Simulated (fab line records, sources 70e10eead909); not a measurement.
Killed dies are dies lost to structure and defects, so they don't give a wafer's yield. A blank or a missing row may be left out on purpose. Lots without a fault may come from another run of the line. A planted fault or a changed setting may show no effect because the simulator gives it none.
fab line records | flow nand_harc
record lots=24 wafers=72 last_day=34
route steps=1302 shown P_M0@273 P_BONDPAD@351 A_START@389 A_ONON_D1@437
lots that met no fault: from a run of the same line without faults
start_h: hours from the record's first day to the start of the lot's first wafer shown | wait_h: hours since the lot's step before | " the same as in the row above | L1.1+2: a row that stands for several wafers | - no value, or no start given | * or withheld: withheld | < > ~ a bound
route shown NAME@n: a module of which the file shows steps, and the number in the route of the first | usual: mean/standard deviation of fault-free wafers | same: alike in all rows | chamber/n: place in a boat | sites: the reading at each site | _std_site: their standard deviation | _edge_site: outer sites' mean less inner sites' | radius_mm: how far each site lies from the wafer's centre | mask NAME#n: copy n | behind: the tool/chamber that last shaped the wafer | hold: why the lot was held/for how many hours/how that ended | device: the transistor (n, p or np) that didn't switch | end of line: the same wafers' tests at the end of the route | a step without rows: its recipe alone | killed: dies lost to structure and defects at the first sort, not the wafer's yield | map: a wafer's dies, x killed, . not, _ none there
set.NAME: the setting as run; set.NAME@STEP: as run at that earlier step | model.NAME: the simulator's own value behind a step, which no gauge read
steps of the route over a sample of lots; a table a step, a row a wafer
services: from which hour (start_h, from the record's first day; less than 0 if before it) a tool's chamber was out of use, for how many hours, and why
## steps
# step NHARC_P_M0_PRE_CLEAN_29
# recipe time_s=30 temp_c=280 gas=H2/He
# usual heater_power_w=414/34
# columns lot.wafer tool chamber start_h wait_h heater_power_w
L074.3 pvd_sputter-02 - - - 378
L074.5 " - " " 372
L074.6 " - " " 383
L076.3 pvd_sputter-03 - - - 446
L076.2 " - " " 360
L076.6 " - " " 445
L075.2 pvd_sputter-02 - - - 436
L075.6 " - " " 372
L075.5 " - " " 438
L077.2 pvd_sputter-02 - - - 449
L077.5 " - " " 431
L077.6 " - " " 464
L078.1 pvd_sputter-02 - - - 436
L078.4 " - " " 444
L078.6 " - " " 362
L079.1 pvd_sputter-01 - - - 436
L079.3 " - " " 380
L079.5 " - " " 425
L080.2 pvd_sputter-01 - - - 436
L080.3 " - " " 426
L080.1 " - " " 380
L081.1 pvd_sputter-02 - - - 441
L081.3 " - " " 376
L081.6 " - " " 429
L082.2 pvd_sputter-01 - - - 389
L082.4 " - " " 440
L082.6 " - " " 392
L083.2 pvd_sputter-01 - - - 426
L083.4 " - " " 435
L083.5 " - " " 428
L084.2 pvd_sputter-01 - - - 427
L084.1 " - " " 381
L084.4 " - " " 431
L085.2 pvd_sputter-02 - - - 429
L085.3 " - " " 449
L085.4 " - " " 370
L086.2 pvd_sputter-03 - - - 370
L086.4 " - " " 464
L086.5 " - " " 432
L087.3 pvd_sputter-03 - - - 448
L087.2 " - " " 362
L087.1 " - " " 424
L089.2 pvd_sputter-03 - - - 453
L089.1 " - " " 427
L089.5 " - " " 453
L088.1 pvd_sputter-01 - - - 463
L088.2 " - " " 391
L088.3 " - " " 378
L090.2 pvd_sputter-01 - - - 385
L090.6 " - " " 437
L090.5 " - " " 392
L091.3 pvd_sputter-02 - - - 455
L091.1 " - " " 367
L091.5 " - " " 429
L092.4 pvd_sputter-03 - - - 382
L092.1 " - " " 428
L092.6 " - " " 361
L093.3 pvd_sputter-02 - - - 446
L093.2 " - " " 419
L093.5 " - " " 459
L094.4 pvd_sputter-02 - - - 428
L094.3 " - " " 465
L094.6 " - " " 432
L095.1 pvd_sputter-02 - - - 429
L095.4 " - " " 449
L095.5 " - " " 448
L097.4 pvd_sputter-01 - - - 428
L097.3 " - " " 399
L097.6 " - " " 389
L096.3 pvd_sputter-03 - - - 345
L096.2 " - " " 433
L096.6 " - " " 438
# step NHARC_P_BONDPAD_DEP_00
# recipe target_thk_a=2500 temp_c=370 target_thk_nm=250 pressure_torr=3 flow_sccm=200 rf_w=450 material=SiCN
# usual heater_power_outer_w=333/52 heater_power_w=592/89 rf_fwd_power_W=449.3/1.3
# columns lot.wafer tool chamber start_h wait_h heater_power_outer_w heater_power_w rf_fwd_power_W
L074.3 pecvd-03 0 134.92 - 301 585 449.2
L074.5 " 2 " " 425 736 449.4
L074.6 " 0 " " 222 483 447.3
L076.3 pecvd-01 0 149.12 - 301 514 450.1
L076.2 " 1 " " 369 600 448.8
L076.6 " 1 " " 283 483 447.6
L075.2 pecvd-03 1 149.92 - 291 549 448.9
L075.5 " 2 " " 403 744 448.2
L075.6 " 1 " " 298 555 449.2
L077.2 pecvd-03 0 160.84 - 305 573 448.3
L077.5 " 0 " " 303 575 449.6
L077.6 " 1 " " 272 527 450.1
L078.1 pecvd-02 1 173.84 - 386 678 449.1
L078.4 " 1 " " 382 677 450.0
L078.6 " 2 " " 302 522 448.7
L079.3 pecvd-02 0 184.66 - 423 707 450.1
L079.1 " 1 " " 359 656 449.5
L079.5 " 2 " " 271 472 449.8
L080.3 pecvd-01 1 191.95 - 361 579 448.8
L080.1 " 2 " " 358 618 451.6
L080.2 " 0 " " 317 545 449.5
L081.3 pecvd-01 0 207.42 - 277 474 449.2
L081.1 " 1 " " 353 577 447.4
L081.6 " 1 " " 354 596 447.7
L082.2 pecvd-03 0 208.40 - 303 591 449.0
L082.6 " 0 " " 306 583 448.3
L082.4 " 1 " " 300 593 449.8
L083.2 pecvd-01 2 221.98 - 335 561 448.4
L083.4 " 2 " " 349 588 449.7
L083.5 " 2 " " 353 595 449.0
L084.1 pecvd-03 2 - - 462 791 449.5
L084.2 " 0 " " 296 567 451.1
L084.4 " 1 " " 316 601 449.7
L085.3 pecvd-02 2 244.55 - 257 438 450.1
L085.2 " 1 " " 338 653 451.1
L085.4 " 2 " " 270 449 451.1
L086.2 pecvd-01 2 - - 326 527 451.6
L086.5 " 1 " " 350 574 448.6
L086.4 " 0 " " 317 556 449.8
L087.3 pecvd-02 1 261.16 - 341 649 449.7
L087.1 " 2 " " 259 440 451.6
L087.2 " 0 " " 430 740 447.6
L089.1 pecvd-01 2 279.59 - 302 500 449.0
L089.2 " 0 " " 304 507 449.2
L089.5 " 1 " " 369 592 450.0
L088.2 pecvd-03 0 285.38 - 304 586 450.0
L088.3 " 1 " " 303 582 449.2
L088.1 " 2 " " 423 739 448.0
L090.2 pecvd-03 1 291.94 - 294 580 450.1
L090.5 " 1 " " 299 569 447.3
L090.6 " 2 " " 446 782 448.8
L091.1 pecvd-03 0 307.30 - 249 513 447.5
L091.3 " 2 " " 401 737 448.1
L091.5 " 2 " " 417 736 444.8
L092.1 pecvd-02 1 - - 376 678 448.4
L092.6 " 0 " " 392 683 447.9
L092.4 " 1 " " 372 699 447.3
L093.3 pecvd-03 2 322.72 - 386 700 451.3
L093.2 " 0 " " 295 560 450.2
L093.5 " 2 " " 400 746 449.6
L094.3 pecvd-01 2 333.34 - 336 529 449.3
L094.6 " 2 " " 339 569 450.2
L094.4 " 0 " " 303 530 449.0
L095.1 pecvd-03 2 338.97 - 419 762 448.9
L095.5 " 1 " " 328 613 449.1
L095.4 " 0 " " 272 540 448.3
L097.4 pecvd-01 0 361.10 - 307 498 450.1
L097.3 " 2 " " 341 539 448.4
L097.6 " 2 " " 343 565 449.5
L096.2 pecvd-01 0 - - 323 530 448.9
L096.3 " 1 " " 284 503 451.2
L096.6 " 1 " " 298 500 452.7
# step NHARC_P_BONDPAD_CMP_19
# recipe t_overpolish_s=30 cu_recess_touch_s=16 target_thk_nm=160.81
# usual motor_current_A=12.0/1.2 overpolish_run_s=30.000/0.0091 pad_life_wafers=188/120 slurry_flow_ml_min=149.9/0.46
# columns lot.wafer tool chamber start_h wait_h motor_current_A overpolish_run_s pad_life_wafers slurry_flow_ml_min
L074.3 cmp-01 1 138.30 - 11.8 30.008 193 149.8
L074.5 " 0 " " 14.5 29.998 - 150.0
L074.6 " 1 " " 11.5 29.988 - 150.6
L076.2 cmp-01 2 152.59 - 11.2 30.001 260 149.6
L076.3 " 3 " " 12.6 30.007 261 149.8
L076.6 " 1 " " 11.4 29.997 - 149.8
L075.2 cmp-01 2 153.27 - 11.5 29.998 267 149.9
L075.5 " 3 " " 13.6 30.005 - 149.5
L075.6 " 0 " " 13.7 30.001 - 150.0
L077.2 cmp-01 3 164.34 - 13.2 30.011 309 149.3
L077.6 " 0 " " 13.8 29.997 - 149.9
L077.5 " 1 " " 11.3 29.981 - 150.0
L078.1 cmp-03 1 177.37 - 10.6 29.982 43 149.7
L078.4 " 2 " " 13.1 29.997 44 149.2
L078.6 " 1 " " 10.8 30.017 - 149.8
L079.3 cmp-02 3 188.13 - 10.0 30.013 126 149.4
L079.1 " 0 " " 13.9 29.996 127 148.6
L079.5 " 3 " " 11.0 30.000 - 149.4
L080.2 cmp-01 2 195.38 - 11.0 30.007 42 150.2
L080.1 " 3 " " 12.9 30.001 43 150.0
L080.3 " 0 " " 13.2 30.000 44 150.2
L081.3 cmp-03 1 210.93 - 10.6 29.990 138 151.1
L081.1 " 3 " " 11.1 30.014 140 150.6
L081.6 " 1 " " 10.9 30.013 - 150.2
L082.2 cmp-02 1 211.93 - 11.6 30.005 223 150.3
L082.4 " 3 " " 10.7 30.013 225 150.0
L082.6 " 1 " " 11.2 30.007 - 150.7
L083.4 cmp-03 3 225.63 - 11.8 29.996 212 149.5
L083.2 " 0 " " 12.3 29.996 213 149.9
L083.5 " 2 " " 12.7 29.998 - 149.7
L084.1 cmp-03 0 234.27 - 12.8 29.976 246 149.7
L084.4 " 1 " " 11.0 30.000 247 150.0
L084.2 " 3 " " 10.9 30.002 249 149.7
L085.3 cmp-03 1 248.04 - 10.2 29.985 306 149.7
L085.4 " 3 " " 10.9 29.993 308 149.2
L085.2 " 0 " " 12.5 29.994 309 150.7
L086.4 cmp-02 1 251.50 - 11.8 30.019 8 149.6
L086.2 " 2 " " 10.9 30.010 9 150.0
L086.5 " 3 " " 11.4 30.008 - 149.8
L087.1 cmp-02 1 264.64 - 11.5 30.002 91 150.0
L087.3 " 2 " " 10.0 29.982 92 150.0
L087.2 " 3 " " 11.5 30.000 93 149.3
L089.1 cmp-01 3 283.04 - 13.4 29.995 385 149.5
L089.2 " 1 " " 11.0 29.989 387 149.6
L089.5 " 3 " " 13.4 29.988 - 150.2
L088.3 cmp-02 1 288.71 - 11.4 29.991 174 150.3
L088.2 " 2 " " 10.9 29.993 175 150.6
L088.1 " 0 " " 13.2 29.999 177 149.8
L090.2 cmp-01 1 295.46 - 11.7 30.007 32 149.8
L090.6 " 3 " " 13.1 30.002 - 149.4
L090.5 " 0 " " 14.4 30.009 - 149.9
L091.3 cmp-01 2 310.75 - 10.8 29.999 102 150.0
L091.1 " 1 " " 11.3 30.007 105 150.5
L091.5 " 2 " " 11.1 29.988 - 149.1
L092.1 cmp-02 3 320.90 - 11.1 30.009 306 150.1
L092.4 " 2 " " 10.9 29.990 309 150.1
L092.6 " 0 " " 13.6 29.998 - 150.8
L093.3 cmp-03 2 326.12 - 13.3 29.999 241 150.5
L093.2 " 0 " " 13.3 29.996 243 149.0
L093.5 " 2 " " 13.5 30.006 - 149.9
L094.3 cmp-02 1 336.69 - 11.8 30.003 354 149.8
L094.4 " 2 " " 10.4 29.990 355 149.9
L094.6 " 1 " " 11.4 30.004 - 150.0
L095.4 cmp-02 3 342.79 - 10.5 29.990 385 150.3
L095.1 " 1 " " 11.4 29.993 387 150.1
L095.5 " 3 " " 10.5 29.988 - 150.5
L097.4 cmp-02 0 364.59 - 13.2 29.995 55 150.0
L097.3 " 1 " " 11.9 30.002 56 150.2
L097.6 " 3 " " 11.4 30.006 - 150.4
L096.2 cmp-01 0 390.21 - 13.4 29.988 12 150.4
L096.3 " 2 " " 11.0 30.004 14 149.7
L096.6 " 0 " " 13.7 29.993 - 149.7
# step NHARC_P_BONDPAD_THK_MEAS_20
# recipe thk_meas_gauge=xrf
# usual thk_nm=160.6/1.5
# columns lot.wafer tool chamber start_h wait_h thk_nm
L074.3 film_metro-01 - 138.59 - 162.4
L074.5 " - " " 161.1
L074.6 " - " " 159.6
L076.2 film_metro-01 - 152.86 - 158.8
L076.3 " - " " 162.6
L076.6 " - " " 162.8
L075.2 film_metro-01 - 153.51 - 162.0
L075.5 " - " " 159.8
L075.6 " - " " 161.6
L077.2 film_metro-02 - 164.57 - 161.6
L077.5 " - " " 161.8
L077.6 " - " " 159.9
L078.1 film_metro-02 - 177.66 - 159.5
L078.4 " - " " 158.1
L078.6 " - " " 159.6
L079.1 film_metro-01 - 188.45 - 161.7
L079.3 " - " " 159.4
L079.5 " - " " 160.5
L080.1 film_metro-01 - 195.70 - 162.1
L080.2 " - " " 161.0
L080.3 " - " " 162.4
L081.1 film_metro-02 - 211.25 - 159.8
L081.3 " - " " 161.9
L081.6 " - " " 162.9
L082.2 film_metro-02 - 212.23 - 159.4
L082.4 " - " " 157.9
L082.6 " - " " 158.9
L083.2 film_metro-01 - 225.89 - 161.3
L083.4 " - " " 158.5
L083.5 " - " " 159.0
L084.1 film_metro-02 - 234.59 - 163.5
L084.2 " - " " 158.9
L084.4 " - " " 161.6
L085.2 film_metro-01 - 248.36 - 161.4
L085.3 " - " " 160.2
L085.4 " - " " 162.1
L086.2 film_metro-01 - 251.77 - 162.1
L086.4 " - " " 163.4
L086.5 " - " " 162.4
L087.1 film_metro-02 - 264.93 - 163.5
L087.2 " - " " 161.3
L087.3 " - " " 160.2
L089.1 film_metro-02 - 283.33 - 161.2
L089.2 " - " " 161.0
L089.5 " - " " 159.0
L088.1 film_metro-01 - 289.03 - 160.4
L088.2 " - " " 159.8
L088.3 " - " " 161.5
L090.2 film_metro-01 - 295.72 - 161.2
L090.5 " - " " 158.4
L090.6 " - " " 162.0
L091.1 film_metro-02 - 311.07 - 161.4
L091.3 " - " " 158.7
L091.5 " - " " 157.4
L092.1 film_metro-01 - 321.22 - 161.0
L092.4 " - " " 157.5
L092.6 " - " " 159.6
L093.2 film_metro-01 - 326.42 - 161.0
L093.3 " - " " 159.1
L093.5 " - " " 159.9
L094.3 film_metro-01 - 337.01 - 160.3
L094.4 " - " " 161.8
L094.6 " - " " 162.3
L095.1 film_metro-01 - 343.08 - 158.3
L095.4 " - " " 162.4
L095.5 " - " " 162.7
L097.3 film_metro-02 - 364.88 - 159.5
L097.4 " - " " 160.9
L097.6 " - " " 161.7
L096.2 film_metro-01 - 390.53 - 160.2
L096.3 " - " " 161.0
L096.6 " - " " 162.8
# step NHARC_A_START_INSPECT_01
# usual raw_defect_count=3.7/1.8
# columns lot.wafer tool chamber start_h wait_h raw_defect_count
L074.3 defect_inspect-02 - 139.28 - 2
L074.5 " - " " 6
L074.6 " - " " 1
L076.2 defect_inspect-02 - 153.55 - 4
L076.3 " - " " 2
L076.6 " - " " 4
L075.2 defect_inspect-02 - 154.19 - 3
L075.5 " - " " 1
L075.6 " - " " 4
L077.2 defect_inspect-01 - 165.29 - 4
L077.5 " - " " 1
L077.6 " - " " 4
L078.1 defect_inspect-02 - 178.33 - 5
L078.4 " - " " 4
L078.6 " - " " 6
L079.1 defect_inspect-02 - 189.12 - 5
L079.3 " - " " 1
L079.5 " - " " 5
L080.1 defect_inspect-01 - 196.39 - 6
L080.2 " - " " 5
L080.3 " - " " 3
L081.1 defect_inspect-01 - 211.98 - 3
L081.3 " - " " 7
L081.6 " - " " 4
L082.2 defect_inspect-01 - 212.92 - 1
L082.4 " - " " 2
L082.6 " - " " 4
L083.2 defect_inspect-02 - 226.58 - 1
L083.4 " - " " 6
L083.5 " - " " 5
L084.1 defect_inspect-01 - 235.29 - 4
L084.2 " - " " 4
L084.4 " - " " 1
L085.2 defect_inspect-01 - 249.05 - 9
L085.3 " - " " 5
L085.4 " - " " 6
L086.2 defect_inspect-02 - 252.46 - 5
L086.4 " - " " 7
L086.5 " - " " 4
L087.1 defect_inspect-01 - 265.62 - 5
L087.2 " - " " 4
L087.3 " - " " 1
L089.1 defect_inspect-01 - 284.03 - 2
L089.2 " - " " 2
L089.5 " - " " 6
L088.1 defect_inspect-02 - 289.70 - 4
L088.2 " - " " 1
L088.3 " - " " 1
L090.2 defect_inspect-02 - 298.87 - 8
L090.5 " - " " 7
L090.6 " - " " 3
L091.1 defect_inspect-02 - 311.76 - 4
L091.3 " - " " 4
L091.5 " - " " 4
L092.1 defect_inspect-02 - 321.93 - 6
L092.4 " - " " 0
L092.6 " - " " 2
L093.2 defect_inspect-02 - 327.11 - 0
L093.3 " - " " 4
L093.5 " - " " 3
L094.3 defect_inspect-02 - 337.69 - 5
L094.4 " - " " 1
L094.6 " - " " 1
L095.1 defect_inspect-02 - 343.78 - 6
L095.4 " - " " 4
L095.5 " - " " 5
L097.3 defect_inspect-01 - 365.57 - 3
L097.4 " - " " 1
L097.6 " - " " 3
L096.2 defect_inspect-02 - 391.20 - 4
L096.3 " - " " 2
L096.6 " - " " 2
# step NHARC_A_ONON_D1_THK_MEAS_18
# recipe thk_meas_gauge=ellipsometry
# usual thk_nm=1005/13
# columns lot.wafer tool chamber start_h wait_h thk_nm
L074.3 film_metro-01 - 172.00 - 1001
L074.5 " - " " 1001
L074.6 " - " " 1000
L076.2 film_metro-01 - 190.97 - 996
L076.3 " - " " 996
L076.6 " - " " 994
L075.2 film_metro-02 - 190.98 - 1009
L075.5 " - " " 1009
L075.6 " - " " 1009
L077.2 film_metro-02 - 199.68 - 1022
L077.5 " - " " 1024
L077.6 " - " " 1024
L078.1 film_metro-02 - 213.87 - 995
L078.4 " - " " 996
L078.6 " - " " 995
L079.1 film_metro-01 - 221.89 - 1025
L079.3 " - " " 1025
L079.5 " - " " 1024
L080.1 film_metro-02 - 231.43 - 1002
L080.2 " - " " 1003
L080.3 " - " " 1003
L082.2 film_metro-02 - 245.31 - 1019
L082.4 " - " " 1017
L082.6 " - " " 1021
L081.1 film_metro-02 - 245.32 - 1003
L081.3 " - " " 1002
L081.6 " - " " 1001
L083.2 film_metro-02 - 259.70 - 1008
L083.4 " - " " 1009
L083.5 " - " " 1007
L084.1 film_metro-01 - 275.40 - 996
L084.2 " - " " 997
L084.4 " - " " 995
L086.2 film_metro-01 - 285.63 - 993
L086.4 " - " " 994
L086.5 " - " " 991
L085.2 film_metro-02 - 285.63 - 1023
L085.3 " - " " 1025
L085.4 " - " " 1024
L087.1 film_metro-02 - 309.85 - 991
L087.2 " - " " 990
L087.3 " - " " 990
L089.1 film_metro-02 - 317.11 - 965
L089.2 " - " " 964
L089.5 " - " " 963
L088.1 film_metro-02 - 325.02 - 1015
L088.2 " - " " 1014
L088.3 " - " " 1014
L090.2 film_metro-01 - 339.61 - 1008
L090.5 " - " " 1006
L090.6 " - " " 1008
L091.1 film_metro-02 - 349.69 - 1001
L091.3 " - " " 1002
L091.5 " - " " 1002
L092.1 film_metro-02 - 357.99 - 989
L092.4 " - " " 990
L092.6 " - " " 988
L093.2 film_metro-01 - 358.02 - 1011
L093.3 " - " " 1009
L093.5 " - " " 1010
L094.3 film_metro-01 - 370.34 - 1017
L094.4 " - " " 1017
L094.6 " - " " 1016
L095.1 film_metro-01 - 379.48 - 1006
L095.4 " - " " 1005
L095.5 " - " " 1007
L097.3 film_metro-01 - 398.40 - 1005
L097.4 " - " " 1001
L097.6 " - " " 1003
L096.2 film_metro-02 - 426.49 - 1015
L096.3 " - " " 1013
L096.6 " - " " 1013
## services
# columns tool chamber start_h hours kind
pvd_sputter-02 - 104.00 10.0 pm
cmp-01 - 106.54 0.4 repair
pecvd-01 - 130.23 13.0 pm
pecvd-01 1 143.45 5.6 repair
cmp-02 - 147.89 4.0 pm
pecvd-03 - 185.11 13.0 pm
cmp-02 - 187.21 0.4 repair
cmp-01 - 187.55 4.0 pm
pecvd-01 - 187.88 0.6 repair
pvd_sputter-01 - 211.88 1.0 repair
pecvd-01 1 212.20 16.5 repair
cmp-02 - 245.89 4.0 pm
pvd_sputter-02 - 258.19 1.1 repair
cmp-02 - 275.55 2.2 repair
pvd_sputter-02 - 282.01 10.0 pm
cmp-01 - 285.55 4.0 pm
cmp-02 - 310.13 2.6 repair
pecvd-01 - 311.23 13.0 pm
cmp-02 - 343.89 4.0 pm
cmp-01 - 351.36 0.7 repair
pecvd-01 1 352.31 12.5 repair
pecvd-03 - 366.24 13.0 pm
cmp-01 - 375.17 5.0 repair
cmp-01 - 383.55 4.0 pm
## key
fault none
